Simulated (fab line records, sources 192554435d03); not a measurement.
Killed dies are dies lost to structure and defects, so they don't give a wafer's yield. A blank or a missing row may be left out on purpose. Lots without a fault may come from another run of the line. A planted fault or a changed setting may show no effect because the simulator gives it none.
A struck lot beside a sound one | flow n5_finfet | 36 steps out of a route of 1938
Sound: wafers L240.1, L240.4, L240.5. Struck: wafer L254.3. (L254.5, L254.6 of the same lot were not struck and are left out.) The cause comes at the end.
At each step with rows: each side's tool, then ch and its chambers, then its first start. Under that, the readings that differ: sound wafers | struck wafers | difference of the means | sigmas: that difference in standard deviations of wafers without a fault.
alike: readings whose means differ by less than 2 such deviations, and words and numbers that are the same on both sides. not compared: withheld readings, readings that some wafer has no value for, bounds like >300 that may hide the same value, and numbers for which the record gives no deviation and whose values overlap.
The two part at a step that has a row with sigmas, a row that says differs or no value, or rows on one side only. Numbers that don't overlap but have no deviation are shown without sigmas and don't part them. A reading that every wafer of one side lacks parts them only if that side has two wafers or more.

first, 9 steps without rows for these wafers: N5_BEOL_M6_ALD_77 (deposits TaN, target thk 2 nm, pulse time 2 s, purge time 3 s); N5_BEOL_M6_SURFACE_TREAT_79; N5_BEOL_M6_CVD_78 (deposits Co from CCTBA/H2, target thk 2 nm, time 142.3 s); N5_BEOL_M6_SPUTTER_48 (material Cu, target thk 10 nm, time 1.667 s); N5_BEOL_M6_ECD_50 (material Cu, target thk 300 nm); N5_BEOL_M6_ANNEAL_51 (time 90 s); N5_BEOL_M6_CMP_52 (polishes, stops on SiCOH lowk, t overpolish 6.9 s, target thk 80 nm); N5_BEOL_M6_PRE_CLEAN_55 (time 15 s); N5_BEOL_M6_DEP_56 (deposits SiCN from 3MS/NH3, target thk 10 nm, time 17.5 s).
N5_BEOL_M7_ILD_DEP_00: deposits SiCOH lowk from DEMS/porogen, target thk 179.75 nm, time 33.4 s.
  sound on pecvd-03 ch 1,2, day 9 23:41; struck on pecvd-03 ch 0, day 13 06:59
  reading                                            | sound                | struck | difference | sigmas
  susceptor_temp_C (C)                               | 300.02 300.35 300.03 | 303.59 | +3.46      | +17
  model.SiCOH_lowk_of_BEOL_M7_ILD_DEP_00.thk_nm (nm) | 179.4 184.6 185      | 175.2  | -7.8       |
  alike: heater_power_w, showerhead_plenum_p_Torr, throttle_valve_pct
then, 24 steps without rows for these wafers: N5_BEOL_M7_CURE_74 (cures SiCOH lowk, time 240 s); N5_BEOL_M7_PECVD_70 (deposits SiO2 from TEOS/O2, target thk 20 nm, time 22.7 s); N5_BEOL_M7_HM_DEP_02 (deposits TiN, target thk 20 nm); N5_BEOL_M7_COAT_59 (time 60 s, resist thk 100 nm); N5_BEOL_M7_COAT_60 (time 60 s, resist thk 35 nm); N5_BEOL_M7_COAT_05 (resist thk 90 nm); N5_BEOL_M7_EBR_07; N5_BEOL_M7_SOFTBAKE_06 (time 60 s); N5_BEOL_M7_EXPOSE_08 (exposes mask M7); N5_BEOL_M7_PEB_09 (peb time 60 s); N5_BEOL_M7_DEVELOP_10 (develop time 30 s); N5_BEOL_M7_DESCUM_16 (chemistry O2, time 7.9 s); N5_BEOL_M7_ETCH_61 (etches SiARC in CF4, target depth 45.5 nm, time 75.8 s); N5_BEOL_M7_ETCH_62 (etches SOC in N2/H2, target depth 110 nm, overetch 22 nm, time 165 s); N5_BEOL_M7_STRIP_68 (strips in N2/H2); N5_BEOL_M7_STRIP_67 (strips in CF4); N5_BEOL_M7_HM_OPEN_17 (chemistry Cl2/BCl3, target TiN, target depth 20 nm, overetch 6 nm); N5_BEOL_M7_STRIP_19 (strips in O2); N5_BEOL_M7_COAT_63 (time 60 s, resist thk 60 nm); N5_BEOL_M7_COAT_64 (time 60 s, resist thk 12 nm); N5_BEOL_M7_COAT_71 (time 60 s, resist thk 5 nm); N5_BEOL_M7_COAT_22 (resist thk 30 nm); N5_BEOL_M7_EBR_24; N5_BEOL_M7_SOFTBAKE_23 (time 60 s).
N5_BEOL_M7_CMP_52: polishes, stops on SiCOH lowk, t overpolish 6.9 s, target thk 80 nm.
  sound on cmp-03 ch 0,3, day 10 07:51; struck on cmp-04 ch 0, day 13 13:45
  reading                                            | sound             | struck | difference | sigmas
  time_to_endpoint_s (s)                             | 60 60 61          | 71     | +11        | +3
  model.SiCOH_lowk_of_BEOL_M7_ILD_DEP_00.thk_nm (nm) | 151.6 156.2 156.4 | 148    | -7         |
  alike: barrier_field_endpoint_s, edge_zone_pressure_frac, motor_current_A, overpolish_run_s
-- the record jumps here: 3 days lie between the struck wafers' starts before and after (it left off in module BEOL_M7 and takes up again in module PASSIVATION, whose first step shown is number 1936 of the route) --
N5_PASSIVATION_PROBE_49:
  the record has rows for the struck wafers here (prober-01, day 16 14:47) and none for the sound ones

WHERE THEY PART
First at N5_BEOL_M7_ILD_DEP_00; last, within this record, at N5_PASSIVATION_PROBE_49.

WHY: what the simulator had put in
Process parameter drift: pecvd-03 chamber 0, from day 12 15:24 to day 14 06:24, at N5_BEOL_M7_ILD_DEP_00. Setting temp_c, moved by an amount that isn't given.
